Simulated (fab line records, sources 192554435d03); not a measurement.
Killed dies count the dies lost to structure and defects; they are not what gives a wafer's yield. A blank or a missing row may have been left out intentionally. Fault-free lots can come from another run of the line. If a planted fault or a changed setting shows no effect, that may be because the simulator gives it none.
fab line records    flow n5-finfet
[record] lots = 8  wafers = 24  last-day = 17
route steps=1938 shown GATE_CUT@498 BEOL_M4@1111
lots that met no fault: from a run of the same line without faults
start-h: hours from the record's opening day to when the first of the lot's shown wafers began    wait-h: how many hours have passed since the lot's step before this one    " repeats the value in the row above    L1.1+2: several wafers, shown together as one row    - no value present, or no start provided    * or withheld: withheld    < > ~ a bound
route shown NAME@n: a module of which the file shows steps, and the number in the route of the first    usual: mean/standard deviation of fault-free wafers    same: alike in all rows    chamber/n: place in a boat    sites: the reading at each site    _std_site: standard deviation of those values    _edge_site: mean of outer sites minus mean of inner sites    radius-mm: how far each site lies from the wafer's centre    mask NAME#n: copy n    behind: the last tool/chamber to shape the wafer    hold: reason for holding the lot/hours on hold/outcome of the hold    device: which transistor (n, p or np) failed to switch    end of line: at the end of the route, the tests of the same wafers    a step without rows: its recipe alone    killed: count of dies lost to structure and defects at first sort (not the wafer's yield)    map: a wafer's dies, marking killed ones x, the rest . and places with no die _
set.NAME: the setting the step ran with; set.NAME@STEP: the setting that earlier step ran with    model.NAME: the simulator's own value behind a step, which no gauge read
a sample of lots followed through the steps of the route, with each step as a table and each wafer as a row
services: when a tool's chamber went out of use (start-h, in hours from the record's first day, below 0 if earlier), for how many hours, and the reason
[[steps]]
[step N5_GATE_CUT_STRIP_42]
[recipe] chemistry = O2  power-w = 400  temp-c = 40  pressure-mtorr = 30  rf-frequency-hz = 6e+07  bias-power-w = 0  overash-fraction = 0.3  o2-flow-sccm = 225
[usual] drypump-motor-current-A = 5.7/0.5  oes-product-au = 0.80/0.089  rf-vpp-V = 3.7/0.47  showerhead-plenum-p-Torr = 2.11/0.078  throttle-valve-pct = 16.70/0.22
[same] bias-power-w = 0
lot.wafer  tool         chamber  start-h  wait-h  drypump-motor-current-A  oes-product-au  rf-hours-counter-h  rf-vpp-V  showerhead-plenum-p-Torr  throttle-valve-pct
L623.3     rie-diel-06  2        143.67   0.0     6.5                      0.77            141                 3.4       2.10                      16.72
L623.4     "            0        "        "       5.7                      0.88            31                  3.3       2.13                      16.25
L623.5     "            0        "        "       5.7                      0.88            -                   3.6       2.13                      16.27
L626.2     rie-diel-05  2        156.49   0.0     5.4                      0.74            169                 3.7       2.09                      16.98
L626.4     "            1        "        "       5.9                      0.76            170                 4.6       2.18                      16.82
L626.5     "            2        "        "       5.4                      0.74            -                   3.3       2.09                      16.98
L627.2     rie-diel-06  1        163.63   0.0     5.5                      0.74            175                 3.9       1.99                      16.61
L627.4     "            2        "        "       6.5                      0.77            145                 3.8       2.10                      16.74
L627.6     "            2        "        "       6.5                      0.77            -                   3.7       2.10                      16.74
L628.2     rie-diel-02  2        166.84   0.0     5.1                      0.81            86                  4.4       2.03                      16.56
L628.3     "            1        "        "       5.6                      0.75            155                 3.3       2.19                      16.76
L628.4     "            0        "        "       5.1                      0.95            9                   3.9       2.23                      16.74
L629.3     rie-diel-02  2        170.32   0.0     5.1                      0.81            87                  3.9       2.03                      16.57
L629.4     "            3        "        "       6.6                      0.97            3                   3.5       2.16                      16.39
L629.5     "            3        "        "       6.6                      0.97            -                   3.1       2.16                      16.38
L630.1     rie-diel-02  3        176.05   0.0     6.5                      0.97            6                   3.5       2.16                      16.38
L630.3     "            0        "        "       5.1                      0.94            13                  4.0       2.22                      16.75
L630.4     "            1        "        "       5.5                      0.75            158                 3.6       2.18                      16.76
L636.2     rie-diel-05  2        214.23   0.0     5.4                      0.73            191                 3.7       2.08                      17.00
L636.4     "            1        "        "       5.8                      0.73            191                 4.0       2.17                      16.86
L636.6     "            3        "        "       5.7                      0.95            -                   3.1       2.24                      16.52
L637.1     rie-diel-06  1        222.74   0.0     5.5                      0.73            193                 3.5       1.99                      16.63
L637.2     "            3        "        "       6.6                      0.82            91                  3.1       2.04                      16.68
L637.6     "            0        "        "       5.7                      0.84            -                   3.3       2.12                      16.31
[step N5_GATE_CUT_CUT_ETCH_53]
[recipe] chemistry = SF6/Cl2  target = W  mask-material = SiO2  target-depth-a = 792  pressure-mtorr = 8  icp-w = 900  bias-w = 80  SF6_flow_sccm = 40  Cl2_flow_sccm = 60  ends = cleared
[usual] drypump-motor-current-A = 5.8/0.41  etch-rf-on-time-s = 26.2/0.35  oes-product-au = 0.66/0.096  throttle-valve-pct = 28.86/0.12
lot.wafer  tool          chamber  start-h  wait-h  drypump-motor-current-A  etch-rf-on-time-s  oes-product-au  rf-hours-counter-h  throttle-valve-pct
L623.3     rie-metal-02  0        143.84   0.1     5.7                      27.0               0.63            -                   29.05
L623.4     "             1        "        "       6.3                      26.0               0.80            -                   28.77
L623.5     "             1        "        "       6.3                      26.4               0.80            -                   28.77
L626.2     rie-metal-02  0        156.64   0.1     5.8                      26.6               0.63            76                  29.04
L626.4     "             0        "        "       5.8                      26.8               0.63            -                   29.04
L626.5     "             1        "        "       6.3                      26.1               0.80            -                   28.77
L627.2     rie-metal-02  1        163.78   0.1     6.3                      25.7               0.80            15                  28.78
L627.4     "             1        "        "       6.2                      25.7               0.80            -                   28.77
L627.6     "             1        "        "       6.3                      25.9               0.80            -                   28.77
L628.2     rie-metal-02  1        166.98   0.1     6.3                      25.9               0.80            15                  28.78
L628.3     "             1        "        "       6.3                      26.2               0.79            -                   28.77
L628.4     "             0        "        "       5.7                      26.9               0.62            -                   29.03
L629.3     rie-metal-02  1        170.48   0.1     6.3                      26.2               0.79            -                   28.78
L629.4     "             0        "        "       5.7                      26.9               0.63            -                   29.05
L629.5     "             0        "        "       5.7                      26.8               0.63            -                   29.04
L630.1     rie-metal-02  1        176.20   0.1     6.3                      26.1               0.78            17                  28.78
L630.3     "             1        "        "       6.3                      26.5               0.79            -                   28.77
L630.4     "             0        "        "       5.8                      26.9               0.63            -                   29.05
L636.2     rie-metal-01  1        214.38   0.1     5.3                      26.5               0.55            125                 28.73
L636.4     "             1        "        "       5.3                      26.3               0.55            -                   28.74
L636.6     "             1        "        "       5.3                      26.1               0.55            -                   28.73
L637.1     rie-metal-01  0        222.89   0.1     5.5                      26.0               0.63            83                  28.91
L637.2     "             1        "        "       5.3                      26.3               0.55            125                 28.74
L637.6     "             0        "        "       5.5                      26.2               0.62            -                   28.91
[step N5_GATE_CUT_CUT_ETCH_54]
[recipe] chemistry = Cl2/BCl3  target = TiN  mask-material = SiO2  target-depth-a = 967  pressure-mtorr = 10  icp-w = 1000  bias-w = 126  Cl2_flow_sccm = 53.25  bcl3-flow-sccm = 21.75  Ar_flow_sccm = 25  ends = cleared
[usual] drypump-motor-current-A = 5.8/0.4  etch-rf-on-time-s = 36.6/0.46  oes-product-au = 0.66/0.097  throttle-valve-pct = 22.21/0.13
lot.wafer  tool          chamber  start-h  wait-h  drypump-motor-current-A  etch-rf-on-time-s  oes-product-au  rf-hours-counter-h  throttle-valve-pct
L623.3     rie-metal-02  0        143.90   0.0     5.8                      37.2               0.63            -                   22.36
L623.4     "             1        "        "       6.3                      36.3               0.80            -                   22.09
L623.5     "             1        "        "       6.3                      35.9               0.80            -                   22.08
L626.2     rie-metal-02  0        156.70   0.0     5.8                      37.1               0.63            76                  22.35
L626.4     "             0        "        "       5.7                      37.2               0.63            -                   22.35
L626.5     "             1        "        "       6.3                      35.9               0.80            -                   22.08
L627.2     rie-metal-02  1        163.84   0.0     6.2                      36.4               0.79            15                  22.10
L627.4     "             1        "        "       6.3                      36.5               0.80            -                   22.11
L627.6     "             1        "        "       6.3                      36.3               0.80            -                   22.10
L628.2     rie-metal-02  1        167.04   0.0     6.3                      36.0               0.80            15                  22.10
L628.3     "             1        "        "       6.3                      36.2               0.79            -                   22.09
L628.4     "             0        "        "       5.7                      37.1               0.63            -                   22.35
L629.3     rie-metal-02  1        170.54   0.0     6.3                      36.1               0.79            -                   22.09
L629.4     "             0        "        "       5.7                      37.2               0.63            -                   22.37
L629.5     "             0        "        "       5.7                      37.2               0.63            -                   22.35
L630.1     rie-metal-02  1        176.26   0.0     6.3                      36.7               0.78            17                  22.09
L630.3     "             1        "        "       6.3                      36.5               0.79            -                   22.12
L630.4     "             0        "        "       5.7                      37.7               0.63            -                   22.38
L636.2     rie-metal-01  1        214.44   0.0     5.3                      36.3               0.55            125                 22.13
L636.4     "             1        "        "       5.3                      36.4               0.56            -                   22.10
L636.6     "             1        "        "       5.3                      36.5               0.55            -                   22.10
L637.1     rie-metal-01  0        222.95   0.0     5.4                      36.1               0.63            83                  22.32
L637.2     "             1        "        "       5.4                      36.0               0.56            125                 22.10
L637.6     "             0        "        "       5.4                      36.2               0.63            -                   22.31
[step N5_GATE_CUT_ETCH_47]
[recipe] chemistry = Cl2/BCl3  target = SiO2  target-depth-a = 100  pressure-mtorr = 10  icp-w = 1000  bias-w = 126  Cl2_flow_sccm = 53.25  bcl3-flow-sccm = 21.75  Ar_flow_sccm = 25
[usual] drypump-motor-current-A = 5.8/0.4  oes-product-au = 0.73/0.11  throttle-valve-pct = 22.75/0.12
lot.wafer  tool          chamber  start-h  wait-h  drypump-motor-current-A  oes-product-au  rf-hours-counter-h  throttle-valve-pct
L623.3     rie-metal-02  0        143.98   0.0     5.7                      0.71            -                   22.88
L623.4     "             1        "        "       6.2                      0.89            -                   22.64
L623.5     "             1        "        "       6.3                      0.89            -                   22.63
L626.2     rie-metal-02  0        156.79   0.0     5.8                      0.70            76                  22.88
L626.4     "             0        "        "       5.7                      0.71            -                   22.89
L626.5     "             1        "        "       6.3                      0.87            -                   22.62
L627.2     rie-metal-02  1        163.93   0.0     6.2                      0.88            15                  22.63
L627.4     "             1        "        "       6.3                      0.88            -                   22.63
L627.6     "             1        "        "       6.3                      0.88            -                   22.64
L628.2     rie-metal-02  1        167.13   0.0     6.3                      0.88            15                  22.64
L628.3     "             1        "        "       6.3                      1.14            -                   22.64
L628.4     "             0        "        "       5.7                      0.91            -                   22.89
L629.3     rie-metal-02  1        170.62   0.0     6.3                      1.14            -                   22.65
L629.4     "             0        "        "       5.8                      0.91            -                   22.89
L629.5     "             0        "        "       5.7                      0.70            -                   22.87
L630.1     rie-metal-02  1        176.35   0.0     6.3                      1.14            17                  22.64
L630.3     "             1        "        "       6.3                      1.14            -                   22.66
L630.4     "             0        "        "       5.7                      0.91            -                   22.90
L636.2     rie-metal-01  1        214.53   0.0     5.3                      0.61            125                 22.65
L636.4     "             1        "        "       5.3                      0.61            -                   22.64
L636.6     "             1        "        "       5.3                      0.61            -                   22.65
L637.1     rie-metal-01  0        223.04   0.0     5.4                      0.68            83                  22.85
L637.2     "             1        "        "       5.3                      0.61            125                 22.64
L637.6     "             0        "        "       5.5                      0.68            -                   22.84
[step N5_GATE_CUT_THK_MEAS_24]
[recipe] reads = SiO2_of_GATE_CUT_HM_DEP_46+SiO2_flowable_of_ILD0_FCVD_FILL_01
[usual] GC_FILL_THK = 219.4/2
lot.wafer  tool           chamber  start-h  wait-h  GC_FILL_THK[nm]
L623.3     film-metro-01  -        146.45   -       218.3
L623.4     "              -        "        "       220.8
L623.5     "              -        "        "       222.0
L626.2     film-metro-02  -        158.86   -       218.5
L626.4     "              -        "        "       222.1
L626.5     "              -        "        "       221.9
L627.2     film-metro-01  -        166.01   -       219.4
L627.4     "              -        "        "       223.1
L627.6     "              -        "        "       221.0
L628.2     film-metro-01  -        172.04   -       221.0
L628.3     "              -        "        "       213.4
L628.4     "              -        "        "       216.4
L629.3     film-metro-02  -        173.18   -       215.6
L629.4     "              -        "        "       212.0
L629.5     "              -        "        "       219.8
L630.1     film-metro-02  -        180.40   -       213.1
L630.3     "              -        "        "       211.4
L630.4     "              -        "        "       215.0
L636.2     film-metro-02  -        216.60   -       217.6
L636.4     "              -        "        "       222.3
L636.6     "              -        "        "       219.4
L637.1     film-metro-02  -        225.12   -       219.0
L637.2     "              -        "        "       215.5
L637.6     "              -        "        "       217.8
[step N5_BEOL_M4_RC_MEAS_101]
[usual] DIBL_N = 36.3/1.2  DIBL_P = 36.7/1.5  IOFF_N = 0.164/0.02  IOFF_P = 0.214/0.024  ION_N = 673/8.5  ION_P = 461/5.9  SS_N = 71.6/0.44  SS_P = 73.3/0.55  VT_N = 249.4/2.4  VT_P = -250.0/2.3
lot.wafer  tool       chamber  start-h  wait-h  DIBL_N[mV/V]  DIBL_P[mV/V]  IOFF_N[nA/um]  IOFF_P[nA/um]  ION_N[uA/um]  ION_P[uA/um]  SS_N[mV/dec]  SS_P[mV/dec]  VT_N[mV]  VT_P[mV]
L626.2     prober-02  0        233.36   0.2     38.5          39.1          0.217          0.266          692           470           72.3          74.8          247.0     -248.6
L626.4     "          0        "        "       36.8          37.5          0.172          0.242          673           459           72.2          74.5          250.8     -247.8
L626.5     "          0        "        "       35.9          35.4          0.151          0.201          667           456           71.6          73.4          251.7     -251.3
L623.3     prober-01  0        234.01   0.3     36.1          37.7          0.172          0.219          683           464           71.6          73.4          248.2     -248.6
L623.4     "          0        "        "       35.7          37.2          0.164          0.210          677           464           72.1          73.6          248.6     -251.2
L623.5     "          0        "        "       37.2          39.5          0.199          0.248          689           465           72.6          75.0          244.6     -247.5
L627.2     prober-02  0        247.90   0.2     37.8          36.6          0.164          0.201          673           456           71.4          73.5          248.8     -251.1
L627.4     "          0        "        "       36.2          35.0          0.148          0.183          663           451           71.5          73.3          250.9     -253.0
L627.6     "          0        "        "       37.2          35.5          0.161          0.202          663           451           72.0          73.1          250.2     -249.0
L629.3     prober-01  0        254.05   0.3     37.2          36.8          0.174          0.223          675           460           72.2          73.9          251.4     -249.7
L629.4     "          0        "        "       36.6          36.3          0.165          0.218          671           460           71.4          73.3          248.3     -249.7
L629.5     "          0        "        "       36.7          36.4          0.160          0.224          678           467           72.6          73.4          253.3     -249.6
L628.2     prober-02  0        254.19   0.2     36.5          37.6          0.160          0.190          662           452           71.1          73.3          250.8     -252.2
L628.3     "          0        "        "       37.9          39.0          0.177          0.217          671           462           71.5          73.3          249.7     -253.4
L628.4     "          0        "        "       38.2          39.6          0.188          0.213          659           452           72.3          73.2          244.9     -249.8
L630.1     prober-02  0        259.92   0.0     36.7          37.1          0.162          0.224          672           470           71.6          73.3          249.7     -247.1
L630.3     "          0        "        "       35.7          36.7          0.147          0.218          673           466           71.1          73.3          252.8     -246.9
L630.4     "          0        "        "       34.9          35.7          0.131          0.195          666           462           71.6          73.3          253.9     -247.2
L636.2     prober-01  0        300.19   0.2     36.0          36.4          0.163          0.219          675           461           71.3          73.2          246.9     -248.3
L636.4     "          0        "        "       37.5          38.9          0.194          0.256          671           460           71.9          73.7          245.0     -248.7
L636.6     "          0        "        "       36.9          38.2          0.180          0.244          674           465           71.4          73.9          247.3     -248.9
L637.1     prober-02  0        302.79   0.0     38.4          38.8          0.186          0.236          677           466           71.4          73.5          249.3     -249.4
L637.2     "          0        "        "       39.1          39.1          0.205          0.240          685           467           72.2          73.5          246.7     -248.1
L637.6     "          0        "        "       37.7          37.5          0.175          0.207          684           463           71.6          72.5          248.6     -252.9
[[services]]
tool          chamber  start-h  hours  kind
rie-diel-05   0        134.07   5.7    repair
rie-diel-02   3        143.56   -      clean
rie-diel-02   3        143.56   -      consumable-replace:focus-ring
rie-diel-02   3        143.56   16.6   scheduled-down
rie-diel-02   3        143.56   16.6   vent-cycle
rie-diel-05   0        159.98   -      clean
rie-diel-05   0        159.98   -      consumable-replace:focus-ring
rie-diel-05   0        159.98   15.6   scheduled-down
rie-diel-05   0        159.98   15.6   vent-cycle
rie-diel-05   3        175.58   -      clean
rie-diel-05   3        175.58   -      consumable-replace:focus-ring
rie-diel-05   3        175.58   -      consumable-replace:showerhead
rie-diel-05   3        175.58   22.7   scheduled-down
rie-diel-05   3        175.58   22.7   vent-cycle
rie-diel-02   2        187.47   42.2   repair
rie-metal-02  -        190.48   2.7    repair
rie-diel-05   -        197.43   0.5    repair
[[key]]
[first-sign] step = N5_GATE_CUT_ETCH_47  reading = oes-product-au  direction = up  sigmas = 3  usual = 0.73  struck = 1.04
[effect] step = N5_GATE_CUT_THK_MEAS_24  reading = GC_FILL_THK  direction = down  sigmas = 2.8  usual = 219.4  struck = 213.8
met-at N5_GATE_CUT_ETCH_47
struck-lots L628,L629,L630
struck-wafers L628.3,L628.4,L629.3,L629.4,L630.1,L630.3,L630.4
not-acting-at N5_GATE_CUT_STRIP_42,N5_GATE_CUT_CUT_ETCH_53,N5_GATE_CUT_CUT_ETCH_54
onset-between 163.93 167.13
[fault] kind = process-parameter-drift  tool = rie-metal-02  chamber = -  onset-h = 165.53  steps = N5_GATE_CUT_ETCH_47  channel = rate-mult  offset = 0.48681  shape = step  end-h = 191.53  scope = struck-wafers-only
